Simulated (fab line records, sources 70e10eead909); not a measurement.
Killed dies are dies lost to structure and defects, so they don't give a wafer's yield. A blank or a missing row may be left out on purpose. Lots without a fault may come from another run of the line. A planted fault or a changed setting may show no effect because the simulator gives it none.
Which tool did it? | flow nand_harc | 24 lots, 72 wafers sampled, at 6 steps of a route of 1302

WHAT THE GAUGES READ, wafer by wafer
NHARC_A_ONON_D1_THK_MEAS_08: measures by ellipsometry.
lot  | measured     | on            | thk_nm (nm)
L074 | day 8 00:15  | film_metro-01 | 1015 1015 1015
L075 | day 8 08:14  | film_metro-02 | 1005 1004 1005
L076 | day 8 08:14  | film_metro-01 | 1011 1011 1010
L077 | day 9 05:34  | film_metro-02 | 1001 1001 1002
L078 | day 9 20:49  | film_metro-02 | 1002 1000 1003
L079 | day 9 20:50  | film_metro-01 | 1001 1001 1001
L080 | day 10 06:38 | film_metro-02 | 988 987 988
L081 | day 10 17:56 | film_metro-02 | 1000 1001 998
L082 | day 11 01:40 | film_metro-01 | 1014 1016 1013
L083 | day 11 17:15 | film_metro-02 | 1004 1005 1001
L084 | day 11 21:37 | film_metro-01 | 983 982 981
L085 | day 12 09:46 | film_metro-02 | 1023 1024 1024
L086 | day 12 09:54 | film_metro-02 | 1001 999 1002
L087 | day 13 01:48 | film_metro-01 | 1002 1003 1004
L088 | day 13 19:58 | film_metro-02 | 990 991 990
L089 | day 13 19:56 | film_metro-01 | 1010 1007 1008
L090 | day 14 12:58 | film_metro-02 | 1006 1007 1005
L091 | day 14 21:05 | film_metro-02 | 1011 1011 1009
L092 | day 15 15:46 | film_metro-02 | 999 999 1000
L093 | day 15 20:43 | film_metro-01 | 993 992 994
L094 | day 16 01:27 | film_metro-01 | 982 977 982
L095 | day 16 17:24 | film_metro-01 | 1015 1011 1013
L096 | day 17 00:29 | film_metro-01 | 1002 1000 1000
L097 | day 17 11:57 | film_metro-01 | 1007 1006 1007

NHARC_A_CHANNEL_HOLE_D1_CD_MEAS_18.
lot  | measured     | on        | cd_nm (nm)
L074 | day 8 16:50  | cd_sem-02 | 102.1 102.8 100.0
L075 | day 9 04:31  | cd_sem-03 | 102.6 102.3 100.0
L076 | day 9 06:37  | cd_sem-02 | 97.1 98.4 96.8
L077 | day 9 21:19  | cd_sem-03 | 98.6 99.3 96.8
L078 | day 10 14:38 | cd_sem-01 | 100.7 98.5 97.9
L079 | day 10 13:25 | cd_sem-02 | 100.5 100.8 98.7
L080 | day 11 00:19 | cd_sem-02 | 100.4 101.3 99.3
L081 | day 11 09:35 | cd_sem-01 | 99.8 99.6 98.6
L082 | day 12 00:13 | cd_sem-02 | 100.1 99.0 97.7
L083 | day 12 09:00 | cd_sem-01 | 100.8 100.2 103.3
L084 | day 12 13:35 | cd_sem-02 | 95.9 99.7 99.7
L085 | day 13 01:31 | cd_sem-03 | 99.3 98.8 100.9
L086 | day 13 01:31 | cd_sem-01 | 98.5 98.1 97.9
L087 | day 13 22:35 | cd_sem-02 | 102.5 101.5 101.0
L088 | day 14 15:18 | cd_sem-02 | 101.1 99.5 100.5
L089 | day 14 15:35 | cd_sem-02 | 99.3 99.7 99.2
L090 | day 15 06:22 | cd_sem-03 | 98.6 98.0 97.8
L091 | day 15 17:35 | cd_sem-01 | 102.0 100.3 97.6
L092 | day 16 11:49 | cd_sem-02 | 100.4 100.9 100.3
L093 | day 16 11:22 | cd_sem-01 | 100.4 99.5 100.7
L094 | day 16 22:13 | cd_sem-01 | 98.7 100.7 101.1
L095 | day 17 10:49 | cd_sem-02 | 100.0 102.2 103.5
L096 | day 17 18:35 | cd_sem-02 | 100.5 101.8 99.6
L097 | day 18 03:56 | cd_sem-03 | 99.4 100.0 99.3

NHARC_A_CHANNEL_FILL_D1_THK_MEAS_06: measures by ellipsometry.
lot  | measured     | on            | thk_nm (nm)
L074 | day 10 16:12 | film_metro-01 | 4.6 5.6 3.4
L075 | day 11 00:46 | film_metro-02 | 3.8 4.4 5.3
L076 | day 11 00:46 | film_metro-01 | 6.1 4.5 4.3
L077 | day 11 16:26 | film_metro-01 | 3.9 3.8 2.3
L078 | day 12 11:10 | film_metro-01 | 4.2 5.7 4.9
L079 | day 12 11:10 | film_metro-02 | 5.4 5.1 5.8
L080 | day 12 23:51 | film_metro-01 | 4.8 4.0 4.7
L081 | day 13 07:11 | film_metro-01 | 5.8 6.5 6.5
L082 | day 13 21:36 | film_metro-01 | 3.0 5.6 4.8
L083 | day 14 03:43 | film_metro-02 | 4.6 6.5 4.7
L084 | day 14 13:14 | film_metro-01 | 5.3 3.9 5.3
L085 | day 14 23:35 | film_metro-01 | 6.6 4.7 6.7
L086 | day 14 23:35 | film_metro-02 | 4.4 5.5 4.1
L087 | day 15 20:34 | film_metro-02 | 6.4 5.6 5.2
L088 | day 16 10:22 | film_metro-02 | 5.1 5.3 4.0
L089 | day 16 10:22 | film_metro-02 | 5.5 6.5 3.7
L090 | day 17 03:46 | film_metro-01 | 4.7 4.4 5.1
L091 | day 17 17:07 | film_metro-02 | 4.0 4.8 5.9
L092 | day 18 07:52 | film_metro-02 | 4.3 6.1 4.4
L093 | day 18 07:52 | film_metro-01 | 6.2 3.7 5.9
L094 | day 18 20:20 | film_metro-01 | 4.7 6.4 4.5
L095 | day 19 09:53 | film_metro-02 | 3.9 4.4 5.3
L096 | day 19 16:49 | film_metro-02 | 4.1 4.9 3.9
L097 | day 20 01:37 | film_metro-02 | 5.5 6.5 5.7

WHICH TOOL RAN EACH LOT (tool, then ch and the chambers of the sampled wafers, then the start)
lot  | NHARC_A_ZERO_WELL_ETCH_13        | NHARC_A_CHANNEL_HOLE_D1_XSEM_31 | NHARC_A_CHANNEL_FILL_D1_ALD_02
L074 | rie_si-06 ch 1,3, day 7 00:15    | xsem-01 ch 0, day 9 00:47       | ald_hk-03 ch 1,2,3, day 9 01:04
L075 | rie_si-03 ch 0,2,3, day 7 07:43  | xsem-01 ch 0, day 9 10:13       | ald_hk-04 ch 0,1, day 9 10:35
L076 | rie_si-02 ch 2,3, day 7 11:31    | xsem-02 ch 0, day 9 12:20       | ald_hk-02 ch 1,2,3, day 9 12:41
L077 | rie_si-02 ch 0,2, day 8 05:31    | xsem-01 ch 0, day 10 02:59      | ald_hk-04 ch 0,3, day 10 03:17
L078 | rie_si-03 ch 0,1, day 8 20:02    | xsem-01 ch 0, day 10 22:37      | ald_hk-03 ch 0,3, day 10 22:54
L079 | rie_si-06 ch 1,2,3, day 8 20:52  | xsem-02 ch 0, day 10 22:25      | ald_hk-04 ch 1,2, day 10 22:46
L080 | rie_si-03 ch 0,1,3, day 9 07:40  | xsem-02 ch 0, day 11 08:53      | ald_hk-04 ch 1,2,3, day 11 10:47
L081 | rie_si-02 ch 0,1,2, day 9 17:40  | xsem-01 ch 0, day 11 15:14      | ald_hk-03 ch 0,2,3, day 11 15:40
L082 | rie_si-06 ch 0,2,3, day 9 23:12  | xsem-01 ch 0, day 12 05:55      | ald_hk-02 ch 0,1,3, day 12 06:17
L083 | rie_si-02 ch 0,2,3, day 10 18:20 | xsem-02 ch 0, day 12 14:50      | ald_hk-04 ch 0,1,2, day 12 15:17
L084 | rie_si-06 ch 0,2,3, day 10 23:08 | xsem-01 ch 0, day 13 00:15      | ald_hk-04 ch 0,1, day 13 00:33
L085 | rie_si-03 ch 0,2,3, day 11 09:25 | xsem-02 ch 0, day 13 11:32      | ald_hk-02 ch 2,3, day 13 11:49
L086 | rie_si-02 ch 1,2,3, day 11 13:12 | xsem-01 ch 0, day 13 08:30      | ald_hk-04 ch 0,2,3, day 13 09:01
L087 | rie_si-03 ch 0,1, day 12 03:42   | xsem-02 ch 0, day 14 06:41      | ald_hk-02 ch 0,1,3, day 14 07:40
L088 | rie_si-03 ch 1,2, day 12 20:31   | xsem-02 ch 0, day 14 21:01      | ald_hk-02 ch 0,1,3, day 14 21:18
L089 | rie_si-03 ch 0,1,3, day 12 21:50 | xsem-01 ch 0, day 14 22:14      | ald_hk-04 ch 0,2, day 14 22:37
L090 | rie_si-06 ch 1,2,3, day 13 13:47 | xsem-02 ch 0, day 15 14:11      | ald_hk-04 ch 1,2,3, day 15 14:33
L091 | rie_si-06 ch 0,1, day 13 19:52   | xsem-02 ch 0, day 15 23:14      | ald_hk-03 ch 2,3, day 15 23:32
L092 | rie_si-03 ch 0,1,3, day 14 14:22 | xsem-02 ch 0, day 16 17:42      | ald_hk-02 ch 0,3, day 16 17:59
L093 | rie_si-06 ch 0,1,2, day 14 19:52 | xsem-02 ch 0, day 16 17:03      | ald_hk-03 ch 0,1,2, day 16 17:25
L094 | rie_si-06 ch 0,2,3, day 15 03:01 | xsem-01 ch 0, day 17 07:53      | ald_hk-03 ch 1,2, day 17 08:11
L095 | rie_si-06 ch 0,1,2, day 15 16:55 | xsem-02 ch 0, day 17 20:01      | ald_hk-02 ch 0,1,2, day 17 20:23
L096 | rie_si-06 ch 0,1,2, day 16 01:51 | xsem-01 ch 0, day 18 04:43      | ald_hk-03 ch 0,1,3, day 18 05:06
L097 | rie_si-02 ch 0,2,3, day 16 12:06 | xsem-02 ch 0, day 18 10:04      | ald_hk-04 ch 1,3, day 18 10:26
- NHARC_A_ZERO_WELL_ETCH_13: etches the open film in HBr/Cl2, target depth 120 nm, time 40.1 s.
- NHARC_A_CHANNEL_HOLE_D1_XSEM_31
- NHARC_A_CHANNEL_FILL_D1_ALD_02: deposits SiO2, target thk 6 nm, pulse time 10 s, ald cycles 60.

WHAT THE TOOLS THEMSELVES READ (means of the sampled wafers that have a number; where no wafer has one, the mark that the record gives instead)
NHARC_A_ZERO_WELL_ETCH_13.
lot  | tool      | drypump_motor_current_A (A) | oes_product_au (a.u.) | rf_fwd_power_W (W) | throttle_valve_pct (%)
L074 | rie_si-06 | 6.0                         | 1.001                 | 395.2              | 26.396
L075 | rie_si-03 | 5.8                         | 0.999                 | 393.7              | 26.406
L076 | rie_si-02 | 5.9                         | 1.000                 | 395.8              | 26.409
L077 | rie_si-02 | 5.7                         | 0.996                 | 395.0              | 26.406
L078 | rie_si-03 | 5.5                         | 0.999                 | 393.4              | 26.413
L079 | rie_si-06 | 5.6                         | 0.995                 | 397.0              | 26.416
L080 | rie_si-03 | 5.6                         | 1.008                 | 393.4              | 26.404
L081 | rie_si-02 | 5.8                         | 0.997                 | 394.5              | 26.390
L082 | rie_si-06 | 5.7                         | 0.999                 | 393.3              | 26.405
L083 | rie_si-02 | 5.8                         | 1.004                 | 394.1              | 26.409
L084 | rie_si-06 | 5.7                         | 1.006                 | 394.8              | 26.405
L085 | rie_si-03 | 5.8                         | 1.004                 | 394.8              | 26.396
L086 | rie_si-02 | 5.9                         | 1.006                 | 394.8              | 26.409
L087 | rie_si-03 | 5.5                         | 1.005                 | 395.4              | 26.412
L088 | rie_si-03 | 5.7                         | 1.011                 | 393.9              | 26.411
L089 | rie_si-03 | 5.6                         | 1.005                 | 393.3              | 26.412
L090 | rie_si-06 | 5.6                         | 1.004                 | 396.8              | 26.402
L091 | rie_si-06 | 6.3                         | 0.997                 | 395.6              | 26.403
L092 | rie_si-03 | 5.6                         | 0.993                 | 394.3              | 26.412
L093 | rie_si-06 | 5.9                         | 1.005                 | 395.0              | 26.406
L094 | rie_si-06 | 5.7                         | 0.997                 | 394.1              | 26.402
L095 | rie_si-06 | 5.9                         | 1.000                 | 394.2              | 26.407
L096 | rie_si-06 | 5.9                         | 1.003                 | 395.9              | 26.404
L097 | rie_si-02 | 5.8                         | 0.994                 | 394.4              | 26.407

NHARC_A_CHANNEL_HOLE_D1_XSEM_31.
lot  | tool    | bot_cd_nm (nm) | bow_nm (nm) | tilt_deg (degrees)
L074 | xsem-01 | 74.6           | 8.94        | 0.09
L075 | xsem-01 | 75.3           | 8.24        | 0.02
L076 | xsem-02 | 73.7           | 8.60        | -0.03
L077 | xsem-01 | 74.2           | 8.50        | 0.04
L078 | xsem-01 | 74.4           | 8.70        | 0.13
L079 | xsem-02 | 76.1           | 8.60        | 0.09
L080 | xsem-02 | 73.6           | 8.90        | 0.08
L081 | xsem-01 | 74.8           | 9.06        | 0.08
L082 | xsem-01 | 74.6           | 8.60        | 0.07
L083 | xsem-02 | 74.1           | 8.22        | 0.04
L084 | xsem-01 | 73.3           | 8.96        | 0.10
L085 | xsem-02 | 75.1           | 8.52        | 0.09
L086 | xsem-01 | 75.7           | 8.66        | 0.08
L087 | xsem-02 | 74.4           | 8.17        | 0.03
L088 | xsem-02 | 74.5           | 8.92        | 0.01
L089 | xsem-01 | 74.6           | 8.77        | 0.07
L090 | xsem-02 | 74.5           | 8.50        | 0.06
L091 | xsem-02 | 73.3           | 8.44        | 0.08
L092 | xsem-02 | 73.8           | 8.53        | 0.04
L093 | xsem-02 | 75.6           | 8.90        | 0.08
L094 | xsem-01 | 74.0           | 8.61        | 0.01
L095 | xsem-02 | 75.0           | 8.56        | 0.08
L096 | xsem-01 | 74.7           | 9.41        | 0.05
L097 | xsem-02 | 74.8           | 8.61        | 0.22

NHARC_A_CHANNEL_FILL_D1_ALD_02.
lot  | tool      | heater_power_outer_w (W) | heater_power_w (W) | precursor_pulse_height_rel
L074 | ald_hk-03 | 255                      | 446                | 1.000
L075 | ald_hk-04 | 246                      | 437                | 1.001
L076 | ald_hk-02 | 302                      | 520                | 1.015
L077 | ald_hk-04 | 265                      | 476                | 0.985
L078 | ald_hk-03 | 251                      | 452                | 1.008
L079 | ald_hk-04 | 239                      | 403                | 1.001
L080 | ald_hk-04 | 262                      | 453                | 0.986
L081 | ald_hk-03 | 249                      | 452                | 1.018
L082 | ald_hk-02 | 297                      | 499                | 1.027
L083 | ald_hk-04 | 237                      | 402                | 0.972
L084 | ald_hk-04 | 230                      | 409                | 0.989
L085 | ald_hk-02 | 338                      | 546                | 0.993
L086 | ald_hk-04 | 251                      | 437                | 0.998
L087 | ald_hk-02 | 293                      | 508                | 1.015
L088 | ald_hk-02 | 295                      | 504                | 1.022
L089 | ald_hk-04 | 240                      | 400                | 0.995
L090 | ald_hk-04 | 246                      | 436                | 1.015
L091 | ald_hk-03 | 259                      | 467                | 1.008
L092 | ald_hk-02 | 306                      | 514                | 0.977
L093 | ald_hk-03 | 252                      | 448                | 0.989
L094 | ald_hk-03 | 263                      | 461                | 0.995
L095 | ald_hk-02 | 277                      | 489                | 1.001
L096 | ald_hk-03 | 250                      | 440                | 1.007
L097 | ald_hk-04 | 249                      | 471                | 0.988

THE ANSWER, worked out from the rows above alone
Rule: what is usual is taken from the lots themselves. Put in order of their means at a reading, lots are off if they are a third of the lots or fewer, leave a main group of 4 or more, and stand apart from it by a gap of 3 or more times the standard deviation of the main group's means; of several such gaps the widest counts. A main group whose means are all the same, to the digits that the tables above print for the reading, isn't used. A lot without any number at a reading at which 4 lots or more have one is off too. The other lots that the step has rows for count as sound. The gauges are gone through in route order, then the tools' own readings, and for those a lot's mean is taken as printed above. The first step at which some lot is off is used, and at that step the reading that is off furthest; a lot without a number counts as furthest.
No lot is off at any reading shown: from this, nothing can be told.

WHAT THE SIMULATOR HAD PUT IN
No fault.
